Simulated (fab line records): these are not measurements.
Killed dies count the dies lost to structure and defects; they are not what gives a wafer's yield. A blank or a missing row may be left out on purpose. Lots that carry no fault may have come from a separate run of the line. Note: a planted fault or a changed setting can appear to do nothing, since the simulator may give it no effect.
Comparing a struck lot with a sound one + flow nand_harc + 14 steps out of a route of 1302
Sound: the wafers L920.1, L920.4, L920.5. The struck wafers were L937.3, L937.5, L937.6. At the end, the cause is stated.
At each step with rows: each side's tool, then ch and its chambers, then its first start. Under that, the readings that differ: sound wafers + struck wafers + difference of the means + sigmas: that difference in standard deviations of wafers without a fault.
alike: readings with means less than 2 such deviations apart, plus words and numbers identical on both sides. not compared: withheld readings, readings lacking a value on some wafer, bounds such as >300 that could conceal the same value, and numbers that have no deviation in the record and whose values overlap.
Wherever a step has rows on one side only, a row that says differs or no value, or a row with sigmas, the two part there. Non-overlapping numbers with no deviation appear without sigmas and do not part them. A reading missing from all wafers of one side parts the sides only when that side holds two or more wafers.

NHARC_A_CHANNEL_HOLE_D1_ETCH_44: etches the open film in CF4/O2, target depth 140 nm, overetch 14 nm, time 77 s.
  sound on rie_diel-05 ch 2,3, day 9 15:31; struck on rie_diel-05 ch 0,2,3, day 16 15:44
  alike: drypump_motor_current_A, mfc_ar_sccm, oes_product_au, rf_fwd_power_W, rf_vpp_V, showerhead_plenum_p_Torr, throttle_valve_pct
  not compared: rf_hours_counter_h
NHARC_A_CHANNEL_HOLE_D1_STRIP_27: strips in O2.
  sound: rie_diel-05 ch 0,1,2; struck: rie_diel-05 ch 0,1,2
  alike: drypump_motor_current_A, mfc_ar_sccm, oes_product_au, rf_vpp_V, showerhead_plenum_p_Torr, throttle_valve_pct
  not compared: rf_hours_counter_h
then, 2 steps without rows for these wafers: NHARC_A_CHANNEL_HOLE_D1_PRECLEAN_28 (cleans in SC1); NHARC_A_CHANNEL_HOLE_D1_SRD_29.
NHARC_A_CHANNEL_HOLE_D1_CD_MEAS_30:
  sound on cd_sem-03 at day 9 16:19; struck on cd_sem-01 at day 16 16:31
  alike: cd_nm
NHARC_A_CHANNEL_HOLE_D1_XSEM_31:
  sound on xsem-01 ch 0, day 9 16:24; struck on xsem-02 ch 0, day 16 16:36
| reading     | sound          | struck         | difference | sigmas |
|-------------|----------------|----------------|------------|--------|
| bow_nm (nm) | 9.21 9.26 9.20 | 8.47 8.37 8.38 | -0.82      | -4     |
  alike: bot_cd_nm, tilt_deg
NHARC_A_CHANNEL_HOLE_D1_INSPECT_40:
  sound on defect_inspect-01 at day 9 16:30; struck on defect_inspect-02 at day 16 16:42
  alike: raw_defect_count
then, 3 steps without rows for these wafers: NHARC_A_CHANNEL_FILL_D1_PRECLEAN_00 (cleans in SC1); NHARC_A_CHANNEL_FILL_D1_SRD_01; NHARC_A_CHANNEL_FILL_D1_ALD_02 (deposits SiO2, target thk 6 nm, pulse time 10 s, ald cycles 60).
NHARC_A_CHANNEL_FILL_D1_ALD_03: deposits SiNx, target thk 6 nm, pulse time 60 s, ald cycles 58.
  sound: ald_sin_batch-01 ch 0; struck: ald_sin_batch-02 ch 0
  alike: ald_cycles, precursor_pulse_height_rel
then, 1 step without rows for these wafers: NHARC_A_CHANNEL_FILL_D1_ALD_14 (deposits SiO2, target thk 2.5 nm, pulse time 10 s, ald cycles 25).
NHARC_A_CHANNEL_FILL_D1_ALD_15: deposits SiNx, target thk 2 nm, pulse time 60 s, ald cycles 19.
  sound on ald_sin_batch-02 ch 0, day 10 02:48; struck on ald_sin_batch-01 ch 0, day 17 03:03
| reading    | sound    | struck   | difference | sigmas |
|------------|----------|----------|------------|--------|
| ald_cycles | 19 19 19 | 15 15 15 | -4         |        |
  alike: precursor_pulse_height_rel
NHARC_A_CHANNEL_FILL_D1_ALD_16: deposits SiO2, target thk 1.5 nm, pulse time 10 s, ald cycles 15.
  sound on ald_hk-01 ch 0,2,3, day 10 04:54; struck on ald_hk-04 ch 0,3, day 17 05:08
  alike: ald_cycles, heater_power_w, precursor_pulse_height_rel

## WHERE THEY PART
Only at NHARC_A_CHANNEL_HOLE_D1_XSEM_31, within this record. Later steps at which nothing parts them and some readings are alike: NHARC_A_CHANNEL_HOLE_D1_INSPECT_40, NHARC_A_CHANNEL_FILL_D1_ALD_03, NHARC_A_CHANNEL_FILL_D1_ALD_15, NHARC_A_CHANNEL_FILL_D1_ALD_16.

WHY: what the simulator had put in
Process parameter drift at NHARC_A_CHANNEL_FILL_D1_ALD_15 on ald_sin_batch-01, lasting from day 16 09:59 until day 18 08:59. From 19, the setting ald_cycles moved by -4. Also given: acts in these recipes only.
